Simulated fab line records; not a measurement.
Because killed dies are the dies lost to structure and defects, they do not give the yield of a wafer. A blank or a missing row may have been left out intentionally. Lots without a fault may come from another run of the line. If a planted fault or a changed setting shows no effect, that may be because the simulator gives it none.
The tool behind it: which one? / flow nand harc / Sampling: 24 lots, 72 wafers, 4 of 1302 route steps

## WHAT EACH GAUGE READ, for each wafer
NHARC_P_M2_INSPECT_27.
lot=L074; measured=day 6 18:38; on=defect inspect-01; raw defect count=222 208 346
lot=L075; measured=day 6 20:19; on=defect inspect-01; raw defect count=283 286 268
lot=L076; measured=day 7 06:11; on=defect inspect-01; raw defect count=453 247 235
lot=L077; measured=day 7 22:21; on=defect inspect-01; raw defect count=225 190 235
lot=L078; measured=day 7 23:16; on=defect inspect-02; raw defect count=271 160 150
lot=L079; measured=day 8 09:58; on=defect inspect-02; raw defect count=316 214 325
lot=L080; measured=day 9 03:16; on=defect inspect-02; raw defect count=499 649 411
lot=L081; measured=day 9 09:47; on=defect inspect-01; raw defect count=184 374 240
lot=L082; measured=day 9 19:55; on=defect inspect-02; raw defect count=390 367 294
lot=L084; measured=day 10 12:29; on=defect inspect-02; raw defect count=326 229 302
lot=L083; measured=day 10 13:28; on=defect inspect-02; raw defect count=245 250 223
lot=L085; measured=day 11 05:51; on=defect inspect-01; raw defect count=153 172 178
lot=L086; measured=day 11 10:49; on=defect inspect-02; raw defect count=414 306 287
lot=L087; measured=day 11 17:12; on=defect inspect-01; raw defect count=374 419 289
lot=L088; measured=day 12 10:50; on=defect inspect-02; raw defect count=310 407 221
lot=L089; measured=day 12 16:51; on=defect inspect-02; raw defect count=156 244 360
lot=L090; measured=day 13 07:51; on=defect inspect-01; raw defect count=144 148 307
lot=L091; measured=day 13 22:01; on=defect inspect-01; raw defect count=136 89 136
lot=L092; measured=day 14 09:57; on=defect inspect-02; raw defect count=210 163 268
lot=L093; measured=day 14 15:36; on=defect inspect-01; raw defect count=264 308 275
lot=L094; measured=day 14 19:28; on=defect inspect-01; raw defect count=358 379 322
lot=L096; measured=day 15 08:14; on=defect inspect-02; raw defect count=206 363 313
lot=L095; measured=day 15 09:04; on=defect inspect-02; raw defect count=621 370 440
lot=L097; measured=day 16 01:29; on=defect inspect-01; raw defect count=362 298 306

NHARC_A_SOURCE_PLATE_INSPECT_08.
lot=L074; measured=day 7 22:37; on=defect inspect-01; raw defect count=47 50 51
lot=L075; measured=day 7 22:37; on=defect inspect-02; raw defect count=48 74 56
lot=L076; measured=day 8 10:06; on=defect inspect-02; raw defect count=36 31 64
lot=L077; measured=day 9 04:04; on=defect inspect-02; raw defect count=33 37 33
lot=L078; measured=day 9 04:07; on=defect inspect-01; raw defect count=101 86 62
lot=L079; measured=day 9 16:42; on=defect inspect-01; raw defect count=79 74 86
lot=L080; measured=day 10 13:33; on=defect inspect-01; raw defect count=41 40 63
lot=L081; measured=day 10 13:33; on=defect inspect-02; raw defect count=85 75 50
lot=L082; measured=day 10 22:42; on=defect inspect-01; raw defect count=81 160 88
lot=L084; measured=day 11 15:35; on=defect inspect-01; raw defect count=45 116 144
lot=L083; measured=day 11 15:35; on=defect inspect-02; raw defect count=61 42 38
lot=L085; measured=day 12 08:46; on=defect inspect-02; raw defect count=60 58 73
lot=L086; measured=day 12 13:22; on=defect inspect-02; raw defect count=67 71 61
lot=L087; measured=day 12 22:37; on=defect inspect-02; raw defect count=53 40 29
lot=L088; measured=day 13 15:45; on=defect inspect-02; raw defect count=106 58 98
lot=L089; measured=day 13 20:37; on=defect inspect-01; raw defect count=45 34 32
lot=L090; measured=day 14 12:50; on=defect inspect-01; raw defect count=68 61 84
lot=L091; measured=day 15 04:03; on=defect inspect-01; raw defect count=58 75 54
lot=L092; measured=day 15 13:37; on=defect inspect-02; raw defect count=73 86 94
lot=L093; measured=day 15 19:17; on=defect inspect-02; raw defect count=72 78 84
lot=L094; measured=day 15 23:55; on=defect inspect-02; raw defect count=49 68 76
lot=L096; measured=day 16 11:41; on=defect inspect-02; raw defect count=97 60 74
lot=L095; measured=day 16 11:41; on=defect inspect-01; raw defect count=51 35 39
lot=L097; measured=day 17 05:02; on=defect inspect-02; raw defect count=40 28 32

NHARC_A_ONON_D1_THK_MEAS_14: measures by ellipsometry.
lot=L074; measured=day 8 01:38; on=film metro-02; thk nm (nm)=1001 1005 1004
lot=L075; measured=day 8 01:28; on=film metro-01; thk nm (nm)=998 999 1000
lot=L076; measured=day 8 12:56; on=film metro-01; thk nm (nm)=1010 1013 1012
lot=L077; measured=day 9 06:55; on=film metro-02; thk nm (nm)=1016 1015 1017
lot=L078; measured=day 9 06:57; on=film metro-02; thk nm (nm)=987 989 988
lot=L079; measured=day 9 19:33; on=film metro-02; thk nm (nm)=973 973 972
lot=L080; measured=day 10 16:23; on=film metro-02; thk nm (nm)=987 984 985
lot=L081; measured=day 10 16:24; on=film metro-01; thk nm (nm)=997 997 998
lot=L082; measured=day 11 01:34; on=film metro-02; thk nm (nm)=1016 1016 1016
lot=L084; measured=day 11 18:30; on=film metro-02; thk nm (nm)=1022 1021 1020
lot=L083; measured=day 11 18:26; on=film metro-02; thk nm (nm)=1000 1000 999
lot=L085; measured=day 12 11:37; on=film metro-02; thk nm (nm)=1006 1004 1003
lot=L086; measured=day 12 16:19; on=film metro-01; thk nm (nm)=971 968 969
lot=L087; measured=day 13 01:29; on=film metro-02; thk nm (nm)=982 981 981
lot=L088; measured=day 13 18:36; on=film metro-02; thk nm (nm)=993 991 992
lot=L089; measured=day 13 23:28; on=film metro-02; thk nm (nm)=1013 1012 1014
lot=L090; measured=day 14 15:40; on=film metro-02; thk nm (nm)=1005 1005 1003
lot=L091; measured=day 15 06:53; on=film metro-02; thk nm (nm)=1012 1014 1015
lot=L092; measured=day 15 16:28; on=film metro-01; thk nm (nm)=983 983 982
lot=L093; measured=day 15 22:07; on=film metro-01; thk nm (nm)=998 997 995
lot=L094; measured=day 16 02:44; on=film metro-02; thk nm (nm)=1006 1006 1007
lot=L096; measured=day 16 14:50; on=film metro-01; thk nm (nm)=1011 1010 1010
lot=L095; measured=day 16 14:37; on=film metro-01; thk nm (nm)=991 991 992
lot=L097; measured=day 17 07:53; on=film metro-01; thk nm (nm)=982 981 980

NHARC_A_ONON_D1_THK_MEAS_30: measures by ellipsometry.
lot=L074; measured=day 8 12:09; on=film metro-02; thk nm (nm)=1011 1010 1010
lot=L075; measured=day 8 12:10; on=film metro-01; thk nm (nm)=990 990 987
lot=L076; measured=day 8 23:04; on=film metro-01; thk nm (nm)=997 997 998
lot=L077; measured=day 9 16:56; on=film metro-01; thk nm (nm)=1004 1004 1004
lot=L078; measured=day 9 16:58; on=film metro-01; thk nm (nm)=989 990 989
lot=L079; measured=day 10 06:56; on=film metro-01; thk nm (nm)=1010 1010 1012
lot=L080; measured=day 11 03:13; on=film metro-01; thk nm (nm)=1016 1013 1013
lot=L081; measured=day 11 03:13; on=film metro-02; thk nm (nm)=1000 999 1001
lot=L082; measured=day 11 11:38; on=film metro-01; thk nm (nm)=1001 1001 1001
lot=L084; measured=day 12 04:28; on=film metro-01; thk nm (nm)=1012 1011 1010
lot=L083; measured=day 12 04:28; on=film metro-02; thk nm (nm)=1007 1008 1008
lot=L085; measured=day 12 21:27; on=film metro-02; thk nm (nm)=992 994 995
lot=L086; measured=day 13 04:42; on=film metro-01; thk nm (nm)=1009 1011 1011
lot=L087; measured=day 13 12:34; on=film metro-02; thk nm (nm)=996 995 994
lot=L088; measured=day 14 05:39; on=film metro-01; thk nm (nm)=1008 1009 1010
lot=L089; measured=day 14 12:34; on=film metro-02; thk nm (nm)=994 995 994
lot=L090; measured=day 15 01:43; on=film metro-01; thk nm (nm)=1002 1003 1001
lot=L091; measured=day 15 23:16; on=film metro-01; thk nm (nm)=990 989 989
lot=L092; measured=day 15 23:22; on=film metro-02; thk nm (nm)=984 984 984
lot=L093; measured=day 16 08:18; on=film metro-02; thk nm (nm)=1001 1002 1002
lot=L094; measured=day 16 14:58; on=film metro-01; thk nm (nm)=1002 1000 1000
lot=L096; measured=day 17 00:38; on=film metro-01; thk nm (nm)=1007 1007 1007
lot=L095; measured=day 17 00:37; on=film metro-01; thk nm (nm)=992 994 991
lot=L097; measured=day 17 17:57; on=film metro-01; thk nm (nm)=990 990 990

## WHAT TOOL EACH LOT RAN ON (gives the tool, then ch and the chambers of the sampled wafers, and finally the start)
There is no process step in the record ahead of these readings.

## WHAT THE TOOLS THEMSELVES READ (means of the sampled wafers that have a number; where no wafer has one, the mark that the record gives instead)
The record holds no such reading with a usual standard deviation.

## THE ANSWER, worked out from the rows above alone
Rule: usual is defined by the lots themselves. Put in order of their means at a reading, lots are off if they are a third of the lots or fewer, leave a main group of 4 or more, and stand apart from it by a gap of 3 or more times the standard deviation of the main group's means; of several such gaps the widest counts. A main group is skipped when, at the precision printed for the reading in the tables above, its means are all equal. A lot without any number at a reading at which 4 lots or more have one is off too. Any other lot the step has rows for is counted as sound. Order of review: gauges by route order, followed by the tools' own readings, for which a lot's mean as printed above is used. At the first step where some lot is off, the reading lying furthest off is the one used; lots without a number count as furthest.
Across all readings shown, no lot is off: no conclusion can be drawn from this.

## WHAT WAS PUT IN BY THE SIMULATOR
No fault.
